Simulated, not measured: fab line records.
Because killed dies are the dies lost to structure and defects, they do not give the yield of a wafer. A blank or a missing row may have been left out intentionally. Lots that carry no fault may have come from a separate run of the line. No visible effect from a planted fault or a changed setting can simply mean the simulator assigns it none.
fab line records | flow n5_finfet
record: lots: 7 | wafers: 39
route steps=1938 shown HKMG_FIN@457 BEOL_M0_SAQP@648 BEOL_M4@1021 BEOL_M6@1233 BEOL_M9@1401
start_h: hours from the record's opening day to when the first of the lot's shown wafers began | wait_h: time in hours since the lot's previous step | " unchanged from the row above | L1.1+2: several wafers, shown together as one row | - no value present, or no start provided | * or withheld: withheld | < > ~ a bound
route shown NAME@n: a module of which the file shows steps, and the number in the route of the first | usual: mean and standard deviation over wafers with no fault | same: alike in all rows | chamber/n: place in a boat | sites: per-site readings | _std_site: the standard deviation of these | _edge_site: inner sites' mean taken away from outer sites' mean | radius_mm: how far each site lies from the wafer's centre | mask NAME#n: copy n | behind: the tool/chamber that last shaped the wafer | hold: why the lot was held/for how many hours/how that ended | device: whichever transistor did not switch (one of n, p or np) | end of line: tests run on the same wafers once the route is complete | a step without rows: its recipe alone | killed: not the wafer's yield, but the dies lost to structure and defects at the first sort | map: shows each die of a wafer: x if killed, . if not, _ if none is there
set.NAME: the setting the step ran with; set.NAME@STEP: the setting that earlier step ran with | model.NAME: the simulator's own value behind a step, which no gauge read
one table per step and one row per wafer, for lots whose settings were changed on purpose
== steps ==
step: N5_HKMG_FIN_ALD_72
recipe: material: W | target_thk_a: 20 | temp_c: 300 | pressure_torr: 7.5 | ald_precursor_family: WF6 | ald_co_reactant: B2H6 | pulse_time_s: 1 | purge_time_s: 2 | co_reactant_purge_time_s: 2 | co_reactant_pulse_time_s: 3 | ald_cycles: 7
lot.wafer        | tool     | chamber     | start_h | wait_h | set.ald_cycles | model.W_of_HKMG_FIN_ALD_72.thk_nm
L077.1+2+4       | cvd_w-01 | 1,0,0       | 101.43  | 0.2    | 11             | 3.2
L077.3+6         | "        | 1           | "       | "      | 7              | 2.2
L077.5           | "        | 0           | "       | "      | 7              | 2
L082.1+4         | cvd_w-02 | 1,0         | 125.57  | 0.2    | 7              | 2
L082.2+5         | "        | 0,1         | "       | "      | 10             | 2.8
L082.3           | "        | 1           | "       | "      | 7              | 2.2
L082.6           | "        | 0           | "       | "      | 10             | 3
L085.1           | cvd_w-02 | 0           | 149.68  | 0.2    | 7              | 2
L085.2+3+5       | "        | 1,1,0       | "       | "      | 6              | 1.6
L085.4+6         | "        | 0,1         | "       | "      | 7              | 1.8
L087.1+2         | cvd_w-01 | 1,0         | 160.70  | 0.2    | 3              | 0.8
L087.3           | "        | 1           | "       | "      | 3              | 1
L087.4+5+6       | "        | 0,1,0       | "       | "      | 7              | 2
L088.1+2+6       | cvd_w-02 | 1,0,1       | 168.25  | 0.2    | 7              | 2
L088.3+4         | "        | 1,0         | "       | "      | 4              | 1
L088.5           | "        | 0           | "       | "      | 4              | 1.2
L092.1+2+5       | cvd_w-02 | 0,1,0       | 186.23  | 0.2    | 7              | 2
L094.1+2+3+4+5+6 | cvd_w-01 | 1,0,1,0,1,0 | 200.59  | 0.2    | 7              | 2
step: N5_BEOL_M0_SAQP_DEVELOP_13
recipe: develop_time_s: 30 | developer: TMAH | resist: CAR-ArF | dev_temp_c: 23 | rinse_liquid: diw | dry: air_spin
lot.wafer        | tool           | chamber | start_h | wait_h | set.develop_time_s
L077.1+3+5       | litho_track-04 | 0       | -       | -      | 30
L077.2+4+6       | "              | 0       | "       | "      | 38.35
L082.1+3+5       | litho_track-04 | 0       | -       | -      | 36.75
L082.2+4+6       | "              | 0       | "       | "      | 30
L085.1+3+6       | litho_track-01 | 0       | -       | -      | 30
L085.2+4+5       | "              | 0       | "       | "      | 45.06
L087.1+2+4       | litho_track-01 | 0       | -       | -      | 30
L087.3+5+6       | "              | 0       | "       | "      | 24.15
L088.1+3+6       | litho_track-04 | 0       | -       | -      | 20.92
L088.2+4+5       | "              | 0       | "       | "      | 30
L092.1+2+5       | litho_track-05 | 0       | -       | -      | 30
L094.1+2+3+4+5+6 | litho_track-05 | 0       | -       | -      | 30
step: N5_BEOL_M0_SAQP_CD_MEAS_14
recipe: target_cd_nm: 42.5 | landing_energy_ev: 500 | detector: se_inlens
usual: cd_nm: 42.6/0.3
lot.wafer | tool      | chamber | start_h | wait_h | set.develop_time_s@BEOL_M0_SAQP_DEVELOP_13 | cd_nm
L077.1    | cd_sem-01 | 0       | 131.69  | -      | 30                                         | 42.9
L077.2    | "         | 0       | "       | "      | 38.35                                      | 42.5
L077.3    | "         | 0       | "       | "      | 30                                         | 42.3
L077.4    | "         | 0       | "       | "      | 38.35                                      | 42.0
L077.5    | "         | 0       | "       | "      | 30                                         | 42.9
L077.6    | "         | 0       | "       | "      | 38.35                                      | 42.4
L082.1    | cd_sem-03 | 0       | 163.40  | -      | 36.75                                      | 42.1
L082.2    | "         | 0       | "       | "      | 30                                         | 43.1
L082.3    | "         | 0       | "       | "      | 36.75                                      | 42.4
L082.4    | "         | 0       | "       | "      | 30                                         | 43.0
L082.5    | "         | 0       | "       | "      | 36.75                                      | 42.1
L082.6    | "         | 0       | "       | "      | 30                                         | 42.4
L085.1    | cd_sem-02 | 0       | 177.72  | -      | 30                                         | 43.0
L085.2    | "         | 0       | "       | "      | 45.06                                      | 41.0
L085.3    | "         | 0       | "       | "      | 30                                         | 42.7
L085.4    | "         | 0       | "       | "      | 45.06                                      | 41.4
L085.5    | "         | 0       | "       | "      | 45.06                                      | 41.7
L085.6    | "         | 0       | "       | "      | 30                                         | 42.5
L087.1    | cd_sem-02 | 0       | 185.91  | -      | 30                                         | 42.9
L087.2    | "         | 0       | "       | "      | 30                                         | 42.8
L087.3    | "         | 0       | "       | "      | 24.15                                      | 43.3
L087.4    | "         | 0       | "       | "      | 30                                         | 43.2
L087.5    | "         | 0       | "       | "      | 24.15                                      | 43.4
L087.6    | "         | 0       | "       | "      | 24.15                                      | 43.4
L088.1    | cd_sem-02 | 0       | 198.09  | -      | 20.92                                      | 43.4
L088.2    | "         | 0       | "       | "      | 30                                         | 42.2
L088.3    | "         | 0       | "       | "      | 20.92                                      | 43.2
L088.4    | "         | 0       | "       | "      | 30                                         | 42.3
L088.5    | "         | 0       | "       | "      | 30                                         | 42.1
L088.6    | "         | 0       | "       | "      | 20.92                                      | 43.3
L092.1    | cd_sem-02 | 0       | 216.34  | -      | 30                                         | 42.0
L092.2    | "         | 0       | "       | "      | 30                                         | 42.5
L092.5    | "         | 0       | "       | "      | 30                                         | 42.6
L094.1    | cd_sem-03 | 0       | 227.03  | -      | 30                                         | 42.1
L094.2    | "         | 0       | "       | "      | 30                                         | 42.8
L094.3    | "         | 0       | "       | "      | 30                                         | 42.4
L094.4    | "         | 0       | "       | "      | 30                                         | 42.5
L094.5    | "         | 0       | "       | "      | 30                                         | 42.2
L094.6    | "         | 0       | "       | "      | 30                                         | 42.5
step: N5_BEOL_M4_ILD_DEP_00
recipe: material: SiOC | target_thk_a: 790 | temp_c: 350 | precursor: DEMS/O2 | pressure_torr: 5 | rf_w: 500 | time_s: 15.3
lot.wafer | tool     | chamber | start_h | wait_h | set.time_s | model.SiOC_of_BEOL_M4_ILD_DEP_00.thk_nm
L077.1    | pecvd-01 | 1       | 170.35  | 0.0    | 17.69      | 90
L077.2    | "        | 2       | "       | "      | 15.3       | 77.6
L077.3    | "        | 0       | "       | "      | 17.69      | 90.2
L077.4    | "        | 0       | "       | "      | 15.3       | 79
L077.5    | "        | 1       | "       | "      | 15.3       | 79.2
L077.6    | "        | 2       | "       | "      | 17.69      | 91
L082.1    | pecvd-04 | 1       | 210.58  | 0.0    | 15.3       | 79.4
L082.2    | "        | 0       | "       | "      | 15.3       | 77.8
L082.3    | "        | 2       | "       | "      | 24.04      | 122.2
L082.4    | "        | 1       | "       | "      | 15.3       | 80.4
L082.5    | "        | 2       | "       | "      | 24.04      | 124.8
L082.6    | "        | 0       | "       | "      | 24.04      | 124
L085.1+3  | pecvd-04 | 0,1     | 219.00  | 0.0    | 15.3       | 78.6
L085.2    | "        | 2       | "       | "      | 15.3       | 78.2
L085.4    | "        | 0       | "       | "      | 15.3       | 79.6
L085.5    | "        | 1       | "       | "      | 15.3       | 80.6
L085.6    | "        | 2       | "       | "      | 15.3       | 79.8
L087.1    | pecvd-04 | 0       | 227.55  | 0.0    | 12.58      | 65.4
L087.2    | "        | 1       | "       | "      | 15.3       | 79.2
L087.3    | "        | 2       | "       | "      | 12.58      | 64.2
L087.4    | "        | 1       | "       | "      | 12.58      | 66.4
L087.5    | "        | 2       | "       | "      | 15.3       | 79.8
L087.6    | "        | 0       | "       | "      | 15.3       | 80.2
L088.1    | pecvd-01 | 0       | 237.36  | 0.0    | 15.3       | 78.4
L088.2    | "        | 2       | "       | "      | 23.31      | 118
L088.3    | "        | 1       | "       | "      | 15.3       | 78.2
L088.4    | "        | 0       | "       | "      | 23.31      | 120.4
L088.5    | "        | 2       | "       | "      | 15.3       | 79
L088.6    | "        | 1       | "       | "      | 23.31      | 120.6
L092.1    | pecvd-04 | 1       | 264.99  | 0.0    | 15.3       | 79.2
L092.2    | "        | 2       | "       | "      | 15.3       | 78
L092.5    | "        | 0       | "       | "      | 15.3       | 80.2
L094.1    | pecvd-04 | 2       | 274.80  | 0.0    | 15.3       | 78.2
L094.2    | "        | 0       | "       | "      | 15.3       | 77.8
L094.3    | "        | 1       | "       | "      | 19.45      | 99.8
L094.4    | "        | 1       | "       | "      | 15.3       | 79
L094.5+6  | "        | 0,2     | "       | "      | 19.45      | 100.6
step: N5_BEOL_M4_THK_MEAS_01
recipe: reads: SiOC_of_BEOL_M4_ILD_DEP_00
usual: M4_ILD_THK: 78.9/0.92
lot.wafer | tool          | chamber | start_h | wait_h | set.time_s@BEOL_M4_ILD_DEP_00 | M4_ILD_THK[nm]
L077.1    | film_metro-01 | -       | 170.42  | 0.0    | 17.69                         | 89.9
L077.2    | "             | -       | "       | "      | 15.3                          | 77.6
L077.3    | "             | -       | "       | "      | 17.69                         | 90.2
L077.4    | "             | -       | "       | "      | 15.3                          | 79.0
L077.5    | "             | -       | "       | "      | 15.3                          | 79.3
L077.6    | "             | -       | "       | "      | 17.69                         | 90.9
L082.1    | film_metro-02 | -       | 210.65  | 0.0    | 15.3                          | 79.4
L082.2    | "             | -       | "       | "      | 15.3                          | 77.8
L082.3    | "             | -       | "       | "      | 24.04                         | 122.2
L082.4    | "             | -       | "       | "      | 15.3                          | 80.3
L082.5    | "             | -       | "       | "      | 24.04                         | 124.8
L082.6    | "             | -       | "       | "      | 24.04                         | 124.0
L085.1    | film_metro-02 | -       | 219.06  | 0.0    | 15.3                          | 78.6
L085.2    | "             | -       | "       | "      | 15.3                          | 78.1
L085.3    | "             | -       | "       | "      | 15.3                          | 78.5
L085.4    | "             | -       | "       | "      | 15.3                          | 79.4
L085.5    | "             | -       | "       | "      | 15.3                          | 80.6
L085.6    | "             | -       | "       | "      | 15.3                          | 79.8
L087.1    | film_metro-02 | -       | 227.61  | 0.0    | 12.58                         | 65.4
L087.2    | "             | -       | "       | "      | 15.3                          | 79.1
L087.3    | "             | -       | "       | "      | 12.58                         | 64.2
L087.4    | "             | -       | "       | "      | 12.58                         | 66.4
L087.5    | "             | -       | "       | "      | 15.3                          | 79.8
L087.6    | "             | -       | "       | "      | 15.3                          | 80.3
L088.1    | film_metro-01 | -       | 237.43  | 0.0    | 15.3                          | 78.5
L088.2    | "             | -       | "       | "      | 23.31                         | 118.1
L088.3    | "             | -       | "       | "      | 15.3                          | 78.1
L088.4    | "             | -       | "       | "      | 23.31                         | 120.4
L088.5    | "             | -       | "       | "      | 15.3                          | 79.0
L088.6    | "             | -       | "       | "      | 23.31                         | 120.6
L092.1    | film_metro-02 | -       | 265.06  | 0.0    | 15.3                          | 79.2
L092.2    | "             | -       | "       | "      | 15.3                          | 78.0
L092.5    | "             | -       | "       | "      | 15.3                          | 80.4
L094.1    | film_metro-01 | -       | 274.87  | 0.0    | 15.3                          | 78.2
L094.2    | "             | -       | "       | "      | 15.3                          | 77.8
L094.3    | "             | -       | "       | "      | 19.45                         | 99.8
L094.4    | "             | -       | "       | "      | 15.3                          | 79.0
L094.5    | "             | -       | "       | "      | 19.45                         | 100.6
L094.6    | "             | -       | "       | "      | 19.45                         | 100.6
step: N5_BEOL_M6_ETCH_66
recipe: chemistry: N2/H2 | target: SOC | target_depth_a: 800 | overetch_a: 160 | mask_material: SiARC | temp_c: 40 | time_s: 120 | ion_energy_ev: 200 | pressure_mtorr: 30 | source_w: 840 | bias_w: 150 | n2_flow_sccm: 200 | h2_flow_sccm: 200
lot.wafer  | tool        | chamber | start_h | wait_h | set.target_depth_a | model.SiARC_of_BEOL_M6_COAT_64.thk_nm | model.BEOL_M6.cd_nm
L077.1     | rie_diel-03 | 3       | 195.31  | 0.0    | 1092               | 4.4                                   | 41
L077.2     | "           | 0       | "       | "      | 1092               | 4.6                                   | 40.8
L077.3     | "           | 1       | "       | "      | 800                | 6.4                                   | 40.2
L077.4     | "           | 2       | "       | "      | 800                | 6.2                                   | 40.4
L077.5     | "           | 1       | "       | "      | 800                | 6.4                                   | 40
L077.6     | "           | 2       | "       | "      | 1092               | 4.6                                   | 41
L082.1+6   | rie_diel-03 | 0       | 238.94  | 0.0    | 1036               | 5                                     | 40.4
L082.2+5   | "           | 3       | "       | "      | 800                | 6.2                                   | 40
L082.3     | "           | 1       | "       | "      | 800                | 6.4                                   | 39.8
L082.4     | "           | 2       | "       | "      | 1036               | 4.8                                   | 40.8
L085.1     | rie_diel-02 | 0       | 254.20  | 0.0    | 548.4              | 7.8                                   | 39.2
L085.2     | "           | 3       | "       | "      | 548.4              | 8                                     | 39.2
L085.3     | "           | 2       | "       | "      | 800                | 6.4                                   | 39.8
L085.4     | "           | 1       | "       | "      | 800                | 6.4                                   | 39.6
L085.5     | "           | 0       | "       | "      | 548.4              | 8                                     | 39
L085.6     | "           | 3       | "       | "      | 800                | 6.6                                   | 39.6
L087.1+5   | rie_diel-02 | 1,2     | 261.00  | 0.0    | 800                | 6.4                                   | 40
L087.2+3+6 | "           | 3,2,1   | "       | "      | 800                | 6.4                                   | 39.8
L087.4     | "           | 0       | "       | "      | 800                | 6.4                                   | 40.2
L088.1     | rie_diel-02 | 0       | 266.25  | 0.0    | 512.6              | 8                                     | 39
L088.2+6   | "           | 3       | "       | "      | 800                | 6.4                                   | 39.8
L088.3     | "           | 2       | "       | "      | 512.6              | 8.2                                   | 39
L088.4     | "           | 1       | "       | "      | 512.6              | 8                                     | 39.2
L088.5     | "           | 0       | "       | "      | 800                | 6.4                                   | 40
L092.1     | rie_diel-02 | 1       | 293.91  | 0.0    | 800                | 6.6                                   | 40.2
L092.2     | "           | 2       | "       | "      | 800                | 6.6                                   | 40
L092.5     | "           | 2       | "       | "      | 800                | 6.4                                   | 40.2
L094.1     | rie_diel-04 | 2       | 307.38  | 0.0    | 800                | 6.4                                   | 39.8
L094.2     | "           | 0       | "       | "      | 800                | 6.4                                   | 40
L094.3     | "           | 3       | "       | "      | 800                | 6.4                                   | 40.2
L094.4     | "           | 1       | "       | "      | 502.8              | 8.2                                   | 39.2
L094.5     | "           | 3       | "       | "      | 502.8              | 8.2                                   | 39.6
L094.6     | "           | 0       | "       | "      | 502.8              | 8.2                                   | 39.4
step: N5_BEOL_M9_ILD_DEP_00
recipe: material: SiCOH_lowk | target_thk_a: 3085.1 | temp_c: 300 | precursor: DEMS/porogen | pressure_torr: 5 | rf_w: 500 | time_s: 58
lot.wafer | tool     | chamber | start_h | wait_h | set.time_s | model.SiCOH_lowk_of_BEOL_M9_ILD_DEP_00.thk_nm
L077.1    | pecvd-01 | 2       | 215.27  | 0.0    | 58         | 305.2
L077.2    | "        | 0       | "       | "      | 58         | 306.8
L077.3    | "        | 1       | "       | "      | 58         | 310.2
L077.4    | "        | 2       | "       | "      | 84.54      | 456.2
L077.5    | "        | 0       | "       | "      | 84.54      | 451.2
L077.6    | "        | 1       | "       | "      | 84.54      | 454.4
L082.1    | pecvd-01 | 0       | 259.21  | 0.0    | 58         | 307.6
L082.2    | "        | 1       | "       | "      | 58         | 304
L082.3    | "        | 2       | "       | "      | 58         | 307.2
L082.4    | "        | 0       | "       | "      | 58         | 309.8
L082.5    | "        | 1       | "       | "      | 58         | 309.4
L082.6    | "        | 2       | "       | "      | 58         | 312.6
L085.1    | pecvd-01 | 0       | 272.66  | 0.0    | 58         | 307.6
L085.2    | "        | 2       | "       | "      | 58         | 303.6
L085.3    | "        | 1       | "       | "      | 58         | 306.2
L085.4    | "        | 0       | "       | "      | 58         | 311.2
L085.5    | "        | 1       | "       | "      | 58         | 312.6
L085.6    | "        | 2       | "       | "      | 58         | 313.6
L087.1    | pecvd-02 | 1       | 278.83  | 0.0    | 58         | 309.8
L087.2    | "        | 0       | "       | "      | 76.2       | 406.6
L087.3    | "        | 2       | "       | "      | 58         | 308.2
L087.4    | "        | 0       | "       | "      | 76.2       | 413.2
L087.5    | "        | 2       | "       | "      | 58         | 312.4
L087.6    | "        | 1       | "       | "      | 76.2       | 408.6
L088.1    | pecvd-02 | 0       | 286.94  | 0.0    | 87.11      | 458.8
L088.2    | "        | 1       | "       | "      | 87.11      | 457.8
L088.3    | "        | 2       | "       | "      | 58         | 303.6
L088.4    | "        | 1       | "       | "      | 58         | 308.8
L088.5    | "        | 2       | "       | "      | 87.11      | 467
L088.6    | "        | 0       | "       | "      | 58         | 311.4
L092.1    | pecvd-02 | 2       | 314.31  | 0.0    | 58         | 305.2
L092.2    | "        | 0       | "       | "      | 58         | 307.6
L092.5    | "        | 1       | "       | "      | 58         | 311.8
L094.1    | pecvd-04 | 2       | 324.10  | 0.0    | 58         | 302.2
L094.2    | "        | 1       | "       | "      | 58         | 307
L094.3    | "        | 0       | "       | "      | 58         | 304
L094.4    | "        | 0       | "       | "      | 58         | 312.2
L094.5    | "        | 2       | "       | "      | 58         | 311.2
L094.6    | "        | 1       | "       | "      | 58         | 310
step: N5_BEOL_M9_CURE_71
recipe: temp_c: 385 | time_s: 240 | ambient: He/Ar | material: SiCOH_lowk
lot.wafer | tool       | chamber | start_h | wait_h | set.time_s@BEOL_M9_ILD_DEP_00 | model.SiCOH_lowk_of_BEOL_M9_ILD_DEP_00.thk_nm
L077.1    | uv_cure-02 | 2       | 216.04  | 0.7    | 58                            | 265.2
L077.2    | "          | 2       | "       | "      | 58                            | 266.4
L077.3    | "          | 2       | "       | "      | 58                            | 269.6
L077.4    | "          | 2       | "       | "      | 84.54                         | 399.4
L077.5    | "          | 2       | "       | "      | 84.54                         | 395.2
L077.6    | "          | 2       | "       | "      | 84.54                         | 398
L082.1    | uv_cure-01 | 0       | 259.29  | 0.0    | 58                            | 267.2
L082.2    | "          | 0       | "       | "      | 58                            | 264
L082.3    | "          | 0       | "       | "      | 58                            | 266.8
L082.4    | "          | 0       | "       | "      | 58                            | 269.2
L082.5    | "          | 0       | "       | "      | 58                            | 268.8
L082.6    | "          | 0       | "       | "      | 58                            | 271.6
L085.1    | uv_cure-02 | 1       | 272.74  | 0.0    | 58                            | 267.2
L085.2    | "          | 1       | "       | "      | 58                            | 263.8
L085.3    | "          | 1       | "       | "      | 58                            | 266
L085.4    | "          | 1       | "       | "      | 58                            | 270.4
L085.5    | "          | 1       | "       | "      | 58                            | 271.6
L085.6    | "          | 1       | "       | "      | 58                            | 272.6
L087.1    | uv_cure-02 | 0       | 278.91  | 0.0    | 58                            | 269.2
L087.2    | "          | 0       | "       | "      | 76.2                          | 355.2
L087.3    | "          | 0       | "       | "      | 58                            | 267.6
L087.4    | "          | 0       | "       | "      | 76.2                          | 361
L087.5    | "          | 0       | "       | "      | 58                            | 271.4
L087.6    | "          | 0       | "       | "      | 76.2                          | 357
L088.1    | uv_cure-02 | 0       | 287.02  | 0.0    | 87.11                         | 401.8
L088.2    | "          | 0       | "       | "      | 87.11                         | 401
L088.3    | "          | 0       | "       | "      | 58                            | 263.8
L088.4    | "          | 0       | "       | "      | 58                            | 268.2
L088.5    | "          | 0       | "       | "      | 87.11                         | 409.4
L088.6    | "          | 0       | "       | "      | 58                            | 270.4
L092.1    | uv_cure-03 | 2       | 314.39  | 0.0    | 58                            | 265
L092.2    | "          | 2       | "       | "      | 58                            | 267.2
L092.5    | "          | 2       | "       | "      | 58                            | 270.8
L094.1    | uv_cure-01 | 2       | 324.54  | 0.4    | 58                            | 262.4
L094.2    | "          | 2       | "       | "      | 58                            | 266.8
L094.3    | "          | 2       | "       | "      | 58                            | 264
L094.4    | "          | 2       | "       | "      | 58                            | 271.2
L094.5    | "          | 2       | "       | "      | 58                            | 270.4
L094.6    | "          | 2       | "       | "      | 58                            | 269.2
step: N5_BEOL_M9_THK_MEAS_01
recipe: reads: SiCOH_lowk_of_BEOL_M9_ILD_DEP_00
usual: M9_ILD_THK: 268/3.1
lot.wafer | tool          | chamber | start_h | wait_h | set.time_s@BEOL_M9_ILD_DEP_00 | M9_ILD_THK[nm]
L077.1    | film_metro-02 | -       | 216.55  | 0.4    | 58                            | 265
L077.2    | "             | -       | "       | "      | 58                            | 266
L077.3    | "             | -       | "       | "      | 58                            | 269
L077.4    | "             | -       | "       | "      | 84.54                         | 400
L077.5    | "             | -       | "       | "      | 84.54                         | 395
L077.6    | "             | -       | "       | "      | 84.54                         | 398
L082.1    | film_metro-02 | -       | 260.28  | 0.8    | 58                            | 267
L082.2    | "             | -       | "       | "      | 58                            | 264
L082.3    | "             | -       | "       | "      | 58                            | 267
L082.4    | "             | -       | "       | "      | 58                            | 269
L082.5    | "             | -       | "       | "      | 58                            | 269
L082.6    | "             | -       | "       | "      | 58                            | 272
L085.1    | film_metro-01 | -       | 273.25  | 0.4    | 58                            | 267
L085.2    | "             | -       | "       | "      | 58                            | 264
L085.3    | "             | -       | "       | "      | 58                            | 266
L085.4    | "             | -       | "       | "      | 58                            | 270
L085.5    | "             | -       | "       | "      | 58                            | 272
L085.6    | "             | -       | "       | "      | 58                            | 273
L087.1    | film_metro-01 | -       | 279.42  | 0.4    | 58                            | 269
L087.2    | "             | -       | "       | "      | 76.2                          | 355
L087.3    | "             | -       | "       | "      | 58                            | 268
L087.4    | "             | -       | "       | "      | 76.2                          | 361
L087.5    | "             | -       | "       | "      | 58                            | 271
L087.6    | "             | -       | "       | "      | 76.2                          | 357
L088.1    | film_metro-01 | -       | 287.53  | 0.4    | 87.11                         | 402
L088.2    | "             | -       | "       | "      | 87.11                         | 401
L088.3    | "             | -       | "       | "      | 58                            | 264
L088.4    | "             | -       | "       | "      | 58                            | 268
L088.5    | "             | -       | "       | "      | 87.11                         | 409
L088.6    | "             | -       | "       | "      | 58                            | 271
L092.1    | film_metro-01 | -       | 314.90  | 0.4    | 58                            | 265
L092.2    | "             | -       | "       | "      | 58                            | 267
L092.5    | "             | -       | "       | "      | 58                            | 271
L094.1    | film_metro-02 | -       | 325.06  | 0.4    | 58                            | 263
L094.2    | "             | -       | "       | "      | 58                            | 267
L094.3    | "             | -       | "       | "      | 58                            | 264
L094.4    | "             | -       | "       | "      | 58                            | 271
L094.5    | "             | -       | "       | "      | 58                            | 270
L094.6    | "             | -       | "       | "      | 58                            | 269
== key ==
split: step: N5_HKMG_FIN_ALD_72 | setting: ald_cycles | stated: 7 | by: wafer
response: step: N5_HKMG_FIN_ALD_72 | reading: model.W_of_HKMG_FIN_ALD_72.thk_nm | change: +0.0196 | per: 1% | r: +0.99
split: step: N5_BEOL_M0_SAQP_DEVELOP_13 | setting: develop_time_s | stated: 30 | by: wafer
response: step: N5_BEOL_M0_SAQP_CD_MEAS_14 | reading: cd_nm | change: -0.0262 | per: 1% | r: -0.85
split: step: N5_BEOL_M4_ILD_DEP_00 | setting: time_s | stated: 15.3 | by: wafer
response: step: N5_BEOL_M4_ILD_DEP_00 | reading: model.SiOC_of_BEOL_M4_ILD_DEP_00.thk_nm | change: +0.785 | per: 1% | r: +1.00
response: step: N5_BEOL_M4_THK_MEAS_01 | reading: M4_ILD_THK | change: +0.785 | per: 1% | r: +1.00
split: step: N5_BEOL_M6_ETCH_66 | setting: target_depth_a | stated: 800 | by: wafer
response: step: N5_BEOL_M6_ETCH_66 | reading: model.SiARC_of_BEOL_M6_COAT_64.thk_nm | change: -0.0474 | per: 1% | r: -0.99
response: step: N5_BEOL_M6_ETCH_66 | reading: model.BEOL_M6.cd_nm | change: +0.0192 | per: 1% | r: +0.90
split: step: N5_BEOL_M9_ILD_DEP_00 | setting: time_s | stated: 58 | by: wafer
response: step: N5_BEOL_M9_ILD_DEP_00 | reading: model.SiCOH_lowk_of_BEOL_M9_ILD_DEP_00.thk_nm | change: +3.13 | per: 1% | r: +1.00
response: step: N5_BEOL_M9_CURE_71 | reading: model.SiCOH_lowk_of_BEOL_M9_ILD_DEP_00.thk_nm | change: +2.79 | per: 1% | r: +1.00
response: step: N5_BEOL_M9_THK_MEAS_01 | reading: M9_ILD_THK | change: +2.78 | per: 1% | r: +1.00
